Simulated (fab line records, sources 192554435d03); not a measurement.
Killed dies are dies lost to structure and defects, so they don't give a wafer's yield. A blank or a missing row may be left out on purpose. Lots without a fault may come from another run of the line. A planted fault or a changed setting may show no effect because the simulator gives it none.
Split-lot experiment | flow n5_finfet | 7 lots, 21 wafers read, on a route of 1938 steps

THE SPLIT
At N5_BEOL_M15_ILD_DEP_00 (deposits SiO2 from TEOS/O2, target thk 1629.3 nm, time 346.1 s), the setting time_s was moved away from the recipe's 346.1 s on 7 of the 21 wafers read, by -13.4% to +4.9%. The other wafers ran this setting at the recipe's value.

The file shows no step between the split and the reading.

THE READING
M15_ILD_THK, in nm, at N5_BEOL_M15_THK_MEAS_01. Fault-free wafers of this fab line usually give 1627 nm, standard deviation 32 nm.

wafer  | tool, chamber at the split | time_s as run, s | against the recipe | M15_ILD_THK, nm | against lot-mates on the recipe
L074.1 | pecvd-04, 1                | 346.1            | recipe             | 1611            | -
L074.2 | pecvd-04, 2                | 346.1            | recipe             | 1647            | -
L074.5 | pecvd-04, 1                | 346.1            | recipe             | 1640            | -
L078.1 | pecvd-01, 0                | 346.1            | recipe             | 1619            | -
L078.3 | pecvd-01, 2                | 327.4            | -5.4%              | 1501            | -119
L078.6 | pecvd-01, 1                | 346.1            | recipe             | 1621            | -
L080.1 | pecvd-02, 2                | 346.1            | recipe             | 1612            | -
L080.4 | pecvd-02, 0                | 346.1            | recipe             | 1561            | -
L080.5 | pecvd-02, 1                | 346.1            | recipe             | 1629            | -
L083.3 | pecvd-04, 0                | 346.1            | recipe             | 1629            | -
L083.5 | pecvd-04, 1                | 299.6            | -13.4%             | 1410            | -219
L083.6 | pecvd-04, 2                | 299.6            | -13.4%             | 1439            | -190
L085.1 | pecvd-01, 2                | 346.1            | recipe             | 1623            | -
L085.5 | pecvd-01, 0                | 346.1            | recipe             | 1660            | -
L085.6 | pecvd-01, 2                | 346.1            | recipe             | 1650            | -
L088.2 | pecvd-01, 2                | 363.1            | +4.9%              | 1675            | no lot-mate on the recipe
L088.5 | pecvd-01, 0                | 363.1            | +4.9%              | 1749            | no lot-mate on the recipe
L088.6 | pecvd-01, 2                | 363.1            | +4.9%              | 1694            | no lot-mate on the recipe
L097.1 | pecvd-02, 0                | 301.9            | -12.8%             | 1368            | -242
L097.2 | pecvd-02, 2                | 346.1            | recipe             | 1618            | -
L097.6 | pecvd-02, 0                | 346.1            | recipe             | 1601            | -

THE FIT
A straight line over all 21 wafers: M15_ILD_THK changes by +16.7 nm for each +1% of time_s; r = +0.96; the points scatter about the line by 28 nm.
The same after taking each lot's own level away (the mean of its wafers on the recipe; 18 wafers): +16.6 nm for each +1%; r = +0.97; scatter 21 nm.
On that fit, the largest move of time_s shifts the reading by 2.2e+02 nm.
The lots' own levels span 1600.7 to 1644.3 nm, that is 1.4 times the standard deviation above.
So the lot-to-lot level changes the slope little: the two slopes agree.
Check: with one of the wafers moved furthest among these (-13.4%) left out of the fit, the line predicts -226 nm for it against its lot-mates. It came out at -219 nm against them.

OTHER SPLITS ON THESE WAFERS
These wafers also went through other splits before the reading. Each is held against what the fit with the lots' levels taken away leaves over:
other split on the same wafers | wafers away from the commonest value | r with M15_ILD_THK (lot level and that fit taken away)
N5_BEOL_M14_PEB_26 peb_temp_c  | 7                                    | -0.21
N5_BEOL_M14_SPUTTER_44 time_s  | 6                                    | +0.51

THE WHOLE CHAIN: every reading that the file lists as answering this split, in the file's order
step                    | what it does                                                   | reading                                                                             | change (the file's fit)              | r (the file's)
N5_BEOL_M15_ILD_DEP_00  | deposits SiO2 from TEOS/O2, target thk 1629.3 nm, time 346.1 s | SiO2_of_BEOL_M15_ILD_DEP_00.thk_nm (the simulator's own value, which no gauge read) | +17.4 nm for each +1% of the setting | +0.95
N5_BEOL_M15_THK_MEAS_01 |                                                                | M15_ILD_THK                                                                         | +17.4 for each +1% of the setting    | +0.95
N5_BEOL_M15_VIA_ETCH_16 | etches SiO2 in C4F8/O2/Ar, target depth 1792.2 nm              | etch.depth_nm (the simulator's own value, which no gauge read)                      | +17.3 nm for each +1% of the setting | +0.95
N5_BEOL_M15_VIA_ETCH_16 | etches SiO2 in C4F8/O2/Ar, target depth 1792.2 nm              | coat_of_BEOL_M15_COAT_04.thk_nm (the simulator's own value, which no gauge read)    | -3.98 nm for each +1% of the setting | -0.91

THE FILE'S OWN FIT
M15_ILD_THK changes by +17.4 nm for each +1% of time_s, r = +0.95.
